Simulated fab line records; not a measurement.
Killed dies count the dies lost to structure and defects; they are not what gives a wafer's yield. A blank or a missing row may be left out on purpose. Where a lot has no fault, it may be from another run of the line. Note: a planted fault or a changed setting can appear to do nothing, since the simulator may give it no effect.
A struck lot beside a sound one + flow nand_harc + 34 steps out of a route of 1159
Sound: these wafers, L801.1, L801.3, L801.5. Wafers L810.1, L810.3, L810.5 were the ones struck. Last of all comes the cause.
Order at every step that has rows: each side's tool, ch and its chambers, its first start. Under that, the readings that differ: sound wafers + struck wafers + difference of the means + sigmas: that difference in standard deviations of wafers without a fault.
alike: readings with means less than 2 such deviations apart, plus words and numbers identical on both sides. not compared: withheld readings, readings lacking a value on some wafer, bounds such as >300 that could conceal the same value, and numbers that have no deviation in the record and whose values overlap.
The two part at a step that has a row with sigmas, a row that says differs or no value, or rows on one side only. Non-overlapping numbers with no deviation appear without sigmas and do not part them. A reading that every wafer of one side lacks parts them only if that side has two wafers or more.

first, 9 steps without rows for these wafers: NHARC_P_M0_PRE_CLEAN_29 (time 30 s); NHARC_P_M0_PVD_20 (deposits TaN, target thk 5 nm, time 8.06 s); NHARC_P_M0_PVD_21 (deposits Cu, target thk 30 nm, time 20.49 s); NHARC_P_M0_ECD_22 (material Cu, target thk 400 nm); NHARC_P_M0_ANNEAL_30 (time 90 s); NHARC_P_M0_CMP_23 (polishes, t overpolish 20 s, target thk 117.53 nm); NHARC_P_M0_SRD_25; NHARC_P_M0_PRE_CLEAN_31 (time 12 s); NHARC_P_M0_DEP_32 (deposits SiCN, target thk 30 nm).
NHARC_P_M1_DEP_00: deposits SiOC, target thk 182.5 nm.
  sound on pecvd-02 ch 1,2, day 6 18:11; struck on pecvd-02 ch 0,1,2, day 9 02:43
then, 23 steps without rows for these wafers: NHARC_P_M1_DEHYDRATE_01 (time 120 s); NHARC_P_M1_HMDS_02 (time 30 s); NHARC_P_M1_COAT_34 (time 65 s); NHARC_P_M1_COAT_03 (resist thk 90 nm); NHARC_P_M1_SOFTBAKE_04 (time 55 s); NHARC_P_M1_EBR_05; NHARC_P_M1_EXPOSE_06 (exposes mask P M1, target cd 130 nm); NHARC_P_M1_PEB_07 (peb time 65 s); NHARC_P_M1_DEVELOP_08 (develop time 35 s); NHARC_P_M1_DESCUM_14 (chemistry O2, time 3 s); NHARC_P_M1_ETCH_35 (etches the open film in N2/H2, target depth 40 nm, overetch 12 nm, time 43.94 s); NHARC_P_M1_ETCH_15 (etches the open film in C4F8/Ar, target depth 182.5 nm, time 91.2 s); NHARC_P_M1_STRIP_18 (strips in N2/H2); NHARC_P_M1_ETCH_28 (etches the open film in CF4/N2, target depth 30 nm, time 72.99 s); NHARC_P_M1_STRIP_19 (strips in post etch residue remover, time 600 s); NHARC_P_M1_DEGAS_29 (time 60 s); NHARC_P_M1_PRE_CLEAN_30 (time 30 s); NHARC_P_M1_PVD_20 (deposits TaN, target thk 5 nm, time 8.06 s); NHARC_P_M1_PVD_21 (deposits Cu, target thk 30 nm, time 20.49 s); NHARC_P_M1_ECD_22 (material Cu, target thk 400 nm); NHARC_P_M1_ANNEAL_31 (time 90 s); NHARC_P_M1_CMP_23 (polishes, t overpolish 20 s, target thk 157.82 nm); NHARC_P_M1_SRD_25.
-- the record jumps here: 13 days lie between the struck wafers' starts before and after (it left off in module P_M1 and takes up again in module END, whose first step shown is number 1159 of the route) --
NHARC_END_SORT_01:
  here the record holds rows for the struck wafers (prober-02 ch 0, day 22 12:26) but none for the sound ones

== WHERE THEY PART ==
Only at NHARC_END_SORT_01, as far as this record shows.

WHY: whatever the simulator had introduced
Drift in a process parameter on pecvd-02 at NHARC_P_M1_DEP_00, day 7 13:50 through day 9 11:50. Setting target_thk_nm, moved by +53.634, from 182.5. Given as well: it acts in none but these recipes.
